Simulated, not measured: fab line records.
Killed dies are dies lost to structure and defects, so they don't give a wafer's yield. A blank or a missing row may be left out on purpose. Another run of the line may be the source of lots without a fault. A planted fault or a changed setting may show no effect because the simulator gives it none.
fab line records    flow n5_finfet
record: lots: 4  wafers: 12  last_day: 19
route steps=1938 shown BEOL_M0_SAQP@671 BEOL_M4@1111
lots that met no fault: taken from a fault-free run of the same line
start_h: hours from the record's opening day to when the first of the lot's shown wafers began    wait_h: time in hours since the lot's previous step    " repeats the value in the row above    L1.1+2: several wafers, shown together as one row    - value missing, or start not given    * or withheld: withheld    < > ~ a bound
route shown NAME@n: names a module that has steps shown in the file, with the first one's number in the route    usual: the fault-free wafers' mean and standard deviation    same: alike in all rows    chamber/n: place in a boat    sites: the reading at each site    _std_site: standard deviation of those values    _edge_site: outer sites' mean less inner sites'    radius_mm: how far each site lies from the wafer's centre    mask NAME#n: copy n    behind: the tool/chamber that last shaped the wafer    hold: what put the lot on hold/how long, in hours/how the hold closed    device: which transistor (n, p or np) failed to switch    end of line: the route-end tests of the same wafers    for a step that has no rows: nothing shown but its recipe    killed: at the first sort, the dies lost to defects and structure; wafer yield is something else    map: a wafer's dies, x killed, . not, _ none there
set.NAME: setting as actually run; set.NAME@STEP: the setting as run at that earlier step    model.NAME: the simulator's own value behind a step, which no gauge read
lots at selected steps of the route; one table per step, one row per wafer
services: a tool's chamber out of use, with start hour (start_h, from the record's first day; less than 0 if before it), hours out, and reason
== steps ==
step: N5_BEOL_M0_SAQP_COAT_105
recipe: resist: SOC  temp_c: 250  time_s: 60  spin_rpm: 1500  resist_thk_nm: 100
step: N5_BEOL_M0_SAQP_ETCH_106
recipe: chemistry: N2/H2  target: SOC  target_depth_a: 1500  stop_on: SiNx  ion_energy_ev: 100  bias_w: 61  pressure_mtorr: 30  source_w: 850  n2_flow_sccm: 200  h2_flow_sccm: 200
step: N5_BEOL_M0_SAQP_ETCH_107
recipe: chemistry: CH3F/O2  target: SiNx  target_depth_a: 300  mask_material: SOC  pressure_mtorr: 30  source_w: 395  bias_w: 73  Ar_flow_sccm: 150  CH3F_flow_sccm: 30  O2_flow_sccm: 20  ion_energy_ev: 120
step: N5_BEOL_M0_SAQP_STRIP_108
recipe: chemistry: N2/H2  power_w: 500  temp_c: 40  pressure_mtorr: 50  rf_frequency_hz: 6e+07  overash_fraction: 0.3  bias_power_w: 28  h2_frac: 0.5  n2_flow_sccm: 300  h2_flow_sccm: 300
step: N5_BEOL_M0_SAQP_RECESS_109
recipe: chemistry: HF/NH3  target: SiO2  target_depth_a: 30  afs_cycles: 1  temp_c: 30  sublimation_temp_c: 180  sublimation_time_s: 60
step: N5_BEOL_M0_SAQP_SPACER2_ALD_26
recipe: material: SiO2  target_thk_a: 150  temp_c: 300  ald_precursor_family: BDEAS  ald_co_reactant: O2-plasma  pulse_time_s: 1  purge_time_s: 2  co_reactant_purge_time_s: 2  pressure_torr: 2
step: N5_BEOL_M0_SAQP_SPACER2_ETCHBACK_27
recipe: chemistry: CHF3/O2  mode: anisotropic_etchback  target: SiO2  target_depth_a: 225  time_s: 11.25  pressure_mtorr: 30  source_w: 650  bias_w: 170  Ar_flow_sccm: 200  CHF3_flow_sccm: 50  O2_flow_sccm: 5  ion_energy_ev: 200
step: N5_BEOL_M0_SAQP_MANDREL2_REMOVE_110
recipe: chemistry: HBr/Cl2/O2  bt_time_s: 10  target: a-Si  stop_on: SiCN  endpoint: OES-SiCl  over_etch_frac: 1  icp_w: 600  bias_w: 30  HBr_flow_sccm: 150  Cl2_flow_sccm: 80  O2_flow_sccm: 5  pressure_mtorr: 10
step: N5_BEOL_M0_SAQP_COAT_69
recipe: resist: SOC  temp_c: 250  time_s: 60  spin_rpm: 1500  resist_thk_nm: 90
step: N5_BEOL_M0_SAQP_COAT_72
recipe: resist: SiARC  temp_c: 220  time_s: 60  spin_rpm: 1500  resist_thk_nm: 15
step: N5_BEOL_M0_SAQP_COAT_87
recipe: resist: underlayer  temp_c: 205  time_s: 60  spin_rpm: 1500  resist_thk_nm: 5
step: N5_BEOL_M0_SAQP_COAT_34
recipe: resist: CAR-EUV  spin_rpm: 1500  resist_thk_nm: 30
usual: spin_speed_rpm: 1500.2/1
lot.wafer  tool            chamber  start_h  wait_h  spin_speed_rpm  model.CAR-EUV_of_BEOL_M0_SAQP_COAT_34.thk_nm
L433.1     litho_track-05  0        170.10   -       1500.2          30
L433.3     "               0        "        "       1497.4          30
L433.5     "               0        "        "       1500.5          29.8
L437.1     litho_track-05  0        194.13   -       1263.2          32.8
L437.4     "               0        "        "       1262.0          32.8
L437.6     "               0        "        "       1263.3          32.8
L441.2     litho_track-05  0        221.44   -       1264.4          32.6
L441.3     "               0        "        "       1262.4          32.6
L441.4     "               0        "        "       1264.7          32.6
L446.1     litho_track-01  0        251.97   -       1500.7          29.8
L446.4     "               0        "        "       1500.7          29.8
L446.6     "               0        "        "       1499.3          29.8
step: N5_BEOL_M0_SAQP_EBR_36
recipe: solvent: PGMEA  ebr_width_mm: 1.5
step: N5_BEOL_M0_SAQP_SOFTBAKE_35
recipe: temp_c: 110  time_s: 60  resist: CAR-EUV
step: N5_BEOL_M0_SAQP_EXPOSE_37
recipe: mask_id: M0_CUT1  na: 0.33  source_shape: annular  sigma_inner: 0.35  sigma_outer: 0.8  polarization: unpolarized  target_cd_nm: 30  dose_mj: 44.75
step: N5_BEOL_M0_SAQP_PEB_38
recipe: peb_temp_c: 100  peb_time_s: 60  resist: CAR-EUV
step: N5_BEOL_M0_SAQP_DEVELOP_39
recipe: develop_time_s: 30  developer: TMAH  resist: CAR-EUV  rinse_liquid: surfactant_rinse  dry: air_spin  dev_temp_c: 23
step: N5_BEOL_M0_SAQP_DESCUM_45
recipe: chemistry: O2  time_s: 7  source_power_w: 50  bias_power_w: 20  pressure_mtorr: 20  rf_frequency_hz: 2.712e+07  temp_c: 40  resist: CAR-EUV  o2_flow_sccm: 225
usual: chamber_pressure_mTorr: 20.000/0.019  drypump_motor_current_A: 5.8/0.61  oes_product_au: 0.83/0.088  rf_vpp_V: 243.3/1.4  showerhead_plenum_p_Torr: 2.10/0.069  throttle_valve_pct: 20.40/0.2
lot.wafer  tool         chamber  start_h  wait_h  chamber_pressure_mTorr  drypump_motor_current_A  oes_product_au  rf_hours_counter_h  rf_vpp_V  showerhead_plenum_p_Torr  throttle_valve_pct  model.CAR-EUV_of_BEOL_M0_SAQP_COAT_34.thk_nm
L433.1     rie_diel-06  1        170.61   0.0     19.975                  4.9                      0.73            198                 242.3     2.08                      20.51               26
L433.3     "            0        "        "       20.030                  6.2                      0.93            21                  245.3     2.14                      20.16               26
L433.5     "            3        "        "       20.012                  5.1                      0.72            -                   240.6     1.99                      20.79               26
L437.1     rie_diel-06  0        194.91   0.3     20.015                  6.3                      0.91            28                  244.3     2.14                      20.16               28.8
L437.4     "            3        "        "       20.014                  5.1                      0.71            205                 241.8     1.99                      20.80               28.8
L437.6     "            3        "        "       19.987                  5.1                      0.72            -                   241.4     1.99                      20.80               29
L441.2     rie_diel-01  2        221.83   0.0     20.000                  4.9                      0.75            157                 242.2     2.00                      20.44               28.8
L441.3     "            3        "        "       20.004                  5.3                      0.90            15                  242.6     2.05                      20.05               28.6
L441.4     "            0        "        "       20.023                  5.5                      0.82            80                  243.8     2.12                      20.27               28.6
L446.1     rie_diel-01  1        252.39   0.0     20.000                  6.8                      0.80            102                 243.1     2.11                      20.38               25.8
L446.4     "            3        "        "       19.991                  5.4                      0.88            -                   241.8     2.05                      20.06               25.8
L446.6     "            0        "        "       19.985                  5.4                      0.82            -                   243.6     2.12                      20.28               26
step: N5_BEOL_M0_SAQP_ETCH_88
recipe: chemistry: N2/H2  target: underlayer  target_depth_a: 65  time_s: 5.2  ion_energy_ev: 200  mask_material: CAR-EUV  pressure_mtorr: 30  source_w: 840  bias_w: 150  n2_flow_sccm: 200  h2_flow_sccm: 200  ends: cleared
step: N5_BEOL_M4_RC_MEAS_101
usual: DIBL_N: 36.4/1.4  DIBL_P: 36.4/1.5  IOFF_N: 0.156/0.022  IOFF_P: 0.210/0.023  ION_N: 675/9.1  ION_P: 463/5.7  SS_N: 71.6/0.45  SS_P: 73.3/0.56  VT_N: 250/3.1  VT_P: -250.3/2.3
lot.wafer  tool       chamber  start_h  wait_h  DIBL_N[mV/V]  DIBL_P[mV/V]  IOFF_N[nA/um]  IOFF_P[nA/um]  ION_N[uA/um]  ION_P[uA/um]  SS_N[mV/dec]  SS_P[mV/dec]  VT_N[mV]  VT_P[mV]
L433.1     prober-02  0        256.94   0.0     38.4          38.2          0.176          0.193          674           451           72.1          74.2          249       -253.9
L433.3     "          0        "        "       37.3          38.2          0.160          0.187          674           458           72.0          73.6          249       -254.2
L433.5     "          0        "        "       37.7          37.1          0.151          0.172          664           449           72.8          73.3          252       -255.6
L437.1     prober-02  0        278.02   0.0     36.2          38.0          0.166          0.225          677           464           72.2          74.2          247       -250.1
L437.4     "          0        "        "       35.5          36.9          0.153          0.211          662           456           71.9          73.0          250       -253.2
L437.6     "          0        "        "       35.5          36.2          0.135          0.196          669           458           71.6          73.6          254       -253.3
L441.2     prober-02  0        306.25   0.2     38.1          36.5          0.167          0.231          679           466           71.3          73.3          251       -248.7
L441.3     "          0        "        "       36.9          35.3          0.149          0.216          675           465           71.3          72.9          251       -249.1
L441.4     "          0        "        "       36.9          35.2          0.148          0.219          671           469           71.4          72.7          254       -251.0
L446.1     prober-02  0        342.18   0.0     34.4          34.2          0.117          0.185          655           450           71.2          72.3          256       -249.0
L446.4     "          0        "        "       34.6          35.9          0.135          0.201          662           464           71.7          73.5          251       -250.3
L446.6     "          0        "        "       35.1          35.6          0.128          0.197          657           463           71.3          73.3          256       -251.1
== services ==
tool            chamber  start_h  hours  kind
rie_diel-01     3        152.84   -      clean
rie_diel-01     3        152.84   -      consumable_replace:focus_ring
rie_diel-01     3        152.84   19.1   scheduled_down
rie_diel-01     3        152.84   19.1   vent_cycle
litho_track-05  -        181.18   -      consumable_replace:filter
rie_diel-06     1        183.64   4.6    repair
rie_diel-01     0        196.72   1.8    repair
rie_diel-01     1        196.83   5.2    repair
rie_diel-06     -        213.84   2.8    pm
rie_diel-01     2        247.70   9.1    repair
== key ==
first_sign: step: N5_BEOL_M0_SAQP_COAT_34  reading: spin_speed_rpm  direction: down  sigmas: 99+  usual: *  struck: *
effect none on later readings
model_effect: step: N5_BEOL_M0_SAQP_COAT_34  value: CAR-EUV_of_BEOL_M0_SAQP_COAT_34.thk_nm  without: 30  struck: 32.7
model_effect: step: N5_BEOL_M0_SAQP_DESCUM_45  value: CAR-EUV_of_BEOL_M0_SAQP_COAT_34.thk_nm  without: 26.07  struck: 28.77
met_at N5_BEOL_M0_SAQP_COAT_34
struck_wafers L437.1,L437.4,L437.6,L441.2,L441.3,L441.4
onset_between 170.10 194.13
fault: kind: process_parameter_drift  tool: litho_track-05  chamber: -  onset_h: 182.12  steps: N5_BEOL_M0_SAQP_COAT_34  channel: spin_rpm  offset: *  shape: step  end_h: 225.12  acts_in: *  stated: *
